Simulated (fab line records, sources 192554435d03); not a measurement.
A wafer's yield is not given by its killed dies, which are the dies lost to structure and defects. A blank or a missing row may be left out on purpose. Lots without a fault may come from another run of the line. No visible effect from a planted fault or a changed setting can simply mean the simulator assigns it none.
Matching of chambers || flow n5-finfet || N5_BEOL_M3_STRIP_19 on rie-diel-06 has 4 sister chambers
The step strips in O2. 22 wafers are shown with their chamber, then 11 later ones without.

WAFERS PAIRED WITH THEIR CHAMBERS
{"wafer": "L076.1", "chamber": 0, "showerhead-plenum-p-Torr (Torr)": 2.17, "drypump-motor-current-A (A)": 5.9, "throttle-valve-pct (%)": 16.52}
{"wafer": "L076.2", "chamber": 3, "showerhead-plenum-p-Torr (Torr)": 2.10, "drypump-motor-current-A (A)": 6.0, "throttle-valve-pct (%)": 16.53}
{"wafer": "L076.5", "chamber": 0, "showerhead-plenum-p-Torr (Torr)": 2.17, "drypump-motor-current-A (A)": 5.9, "throttle-valve-pct (%)": 16.53}
{"wafer": "L078.2", "chamber": 3, "showerhead-plenum-p-Torr (Torr)": 2.10, "drypump-motor-current-A (A)": 6.0, "throttle-valve-pct (%)": 16.53}
{"wafer": "L078.5", "chamber": 2, "showerhead-plenum-p-Torr (Torr)": 2.06, "drypump-motor-current-A (A)": 5.5, "throttle-valve-pct (%)": 16.17}
{"wafer": "L078.6", "chamber": 1, "showerhead-plenum-p-Torr (Torr)": 2.15, "drypump-motor-current-A (A)": 6.8, "throttle-valve-pct (%)": 16.83}
{"wafer": "L079.1", "chamber": 2, "showerhead-plenum-p-Torr (Torr)": 2.06, "drypump-motor-current-A (A)": 5.5, "throttle-valve-pct (%)": 16.15}
{"wafer": "L079.2", "chamber": 1, "showerhead-plenum-p-Torr (Torr)": 2.15, "drypump-motor-current-A (A)": 6.8, "throttle-valve-pct (%)": 16.84}
{"wafer": "L079.3", "chamber": 0, "showerhead-plenum-p-Torr (Torr)": 2.17, "drypump-motor-current-A (A)": 5.9, "throttle-valve-pct (%)": 16.52}
{"wafer": "L079.4", "chamber": 3, "showerhead-plenum-p-Torr (Torr)": 2.10, "drypump-motor-current-A (A)": 5.9, "throttle-valve-pct (%)": 16.54}
{"wafer": "L079.5", "chamber": 1, "showerhead-plenum-p-Torr (Torr)": 2.15, "drypump-motor-current-A (A)": 6.7, "throttle-valve-pct (%)": 16.82}
{"wafer": "L079.6", "chamber": 2, "showerhead-plenum-p-Torr (Torr)": 2.06, "drypump-motor-current-A (A)": 5.5, "throttle-valve-pct (%)": 16.16}
{"wafer": "L081.2", "chamber": 1, "showerhead-plenum-p-Torr (Torr)": 2.15, "drypump-motor-current-A (A)": 6.8, "throttle-valve-pct (%)": 16.82}
{"wafer": "L081.3", "chamber": 3, "showerhead-plenum-p-Torr (Torr)": 2.10, "drypump-motor-current-A (A)": 6.0, "throttle-valve-pct (%)": 16.57}
{"wafer": "L081.4", "chamber": 0, "showerhead-plenum-p-Torr (Torr)": 2.17, "drypump-motor-current-A (A)": 5.9, "throttle-valve-pct (%)": 16.55}
{"wafer": "L085.3", "chamber": 2, "showerhead-plenum-p-Torr (Torr)": 2.06, "drypump-motor-current-A (A)": 5.5, "throttle-valve-pct (%)": 16.16}
{"wafer": "L085.5", "chamber": 1, "showerhead-plenum-p-Torr (Torr)": 2.15, "drypump-motor-current-A (A)": 6.7, "throttle-valve-pct (%)": 16.84}
{"wafer": "L085.6", "chamber": 2, "showerhead-plenum-p-Torr (Torr)": 2.06, "drypump-motor-current-A (A)": 5.5, "throttle-valve-pct (%)": 16.18}
{"wafer": "L086.1", "chamber": 2, "showerhead-plenum-p-Torr (Torr)": 2.05, "drypump-motor-current-A (A)": 5.5, "throttle-valve-pct (%)": 16.20}
{"wafer": "L086.4", "chamber": 3, "showerhead-plenum-p-Torr (Torr)": 2.10, "drypump-motor-current-A (A)": 5.9, "throttle-valve-pct (%)": 16.57}
{"wafer": "L086.5", "chamber": 2, "showerhead-plenum-p-Torr (Torr)": 2.05, "drypump-motor-current-A (A)": 5.5, "throttle-valve-pct (%)": 16.18}
{"wafer": "L089.2", "chamber": 2, "showerhead-plenum-p-Torr (Torr)": 2.05, "drypump-motor-current-A (A)": 5.5, "throttle-valve-pct (%)": 16.20}

SIGNATURES, as means of the wafers listed above
{"reading": "showerhead-plenum-p-Torr", "chamber 0": 2.1700, "chamber 1": 2.1500, "chamber 2": 2.0562, "chamber 3": 2.1000, "scatter within a chamber": 0.00323}
{"reading": "drypump-motor-current-A", "chamber 0": 5.900, "chamber 1": 6.760, "chamber 2": 5.500, "chamber 3": 5.960, "scatter within a chamber": 0.0365}
{"reading": "throttle-valve-pct", "chamber 0": 16.5300, "chamber 1": 16.8300, "chamber 2": 16.1750, "chamber 3": 16.5480, "scatter within a chamber": 0.0168}
Rule: for a wafer and a chamber, the distance is found by dividing, reading by reading, the gap between the wafer's reading and the chamber's mean by the reading's scatter, squaring, summing and taking the root. The wafer belongs to the nearest chamber; if the next one is less than 2 further off, it can't be placed. The scatter: take each reading less its chamber's mean, square it, sum over the shown wafers, divide by the number of wafers less the number of chambers, and take the root.

WAFERS MISSING THEIR CHAMBER
{"wafer": "L089.4", "showerhead-plenum-p-Torr (Torr)": 2.16, "drypump-motor-current-A (A)": 5.9, "throttle-valve-pct (%)": 16.58}
{"wafer": "L089.5", "showerhead-plenum-p-Torr (Torr)": 2.05, "drypump-motor-current-A (A)": 5.5, "throttle-valve-pct (%)": 16.20}
{"wafer": "L092.3", "showerhead-plenum-p-Torr (Torr)": 2.14, "drypump-motor-current-A (A)": 6.8, "throttle-valve-pct (%)": 16.86}
{"wafer": "L092.5", "showerhead-plenum-p-Torr (Torr)": 2.05, "drypump-motor-current-A (A)": 5.5, "throttle-valve-pct (%)": 16.18}
{"wafer": "L092.6", "showerhead-plenum-p-Torr (Torr)": 2.10, "drypump-motor-current-A (A)": 6.0, "throttle-valve-pct (%)": 16.59}
{"wafer": "L095.1", "showerhead-plenum-p-Torr (Torr)": 2.14, "drypump-motor-current-A (A)": 6.7, "throttle-valve-pct (%)": 16.87}
{"wafer": "L095.2", "showerhead-plenum-p-Torr (Torr)": 2.05, "drypump-motor-current-A (A)": 5.5, "throttle-valve-pct (%)": 16.22}
{"wafer": "L095.3", "showerhead-plenum-p-Torr (Torr)": 2.16, "drypump-motor-current-A (A)": 5.9, "throttle-valve-pct (%)": 16.58}
{"wafer": "L095.4", "showerhead-plenum-p-Torr (Torr)": 2.09, "drypump-motor-current-A (A)": 6.0, "throttle-valve-pct (%)": 16.61}
{"wafer": "L095.5", "showerhead-plenum-p-Torr (Torr)": 2.14, "drypump-motor-current-A (A)": 6.8, "throttle-valve-pct (%)": 16.87}
{"wafer": "L095.6", "showerhead-plenum-p-Torr (Torr)": 2.05, "drypump-motor-current-A (A)": 5.4, "throttle-valve-pct (%)": 16.22}

WHICH CHAMBER EACH WENT THROUGH
{"wafer": "L089.4", "from the rows above": 0, "in truth": 0}
{"wafer": "L089.5", "from the rows above": 2, "in truth": 2}
{"wafer": "L092.3", "from the rows above": 1, "in truth": 1}
{"wafer": "L092.5", "from the rows above": 2, "in truth": 2}
{"wafer": "L092.6", "from the rows above": 3, "in truth": 3}
{"wafer": "L095.1", "from the rows above": 1, "in truth": 1}
{"wafer": "L095.2", "from the rows above": 2, "in truth": 2}
{"wafer": "L095.3", "from the rows above": 0, "in truth": 0}
{"wafer": "L095.4", "from the rows above": 3, "in truth": 3}
{"wafer": "L095.5", "from the rows above": 1, "in truth": 1}
{"wafer": "L095.6", "from the rows above": 2, "in truth": 2}
Placed correctly: 11 of 11. From these rows, 0 cannot be placed. Placed wrongly: 0.
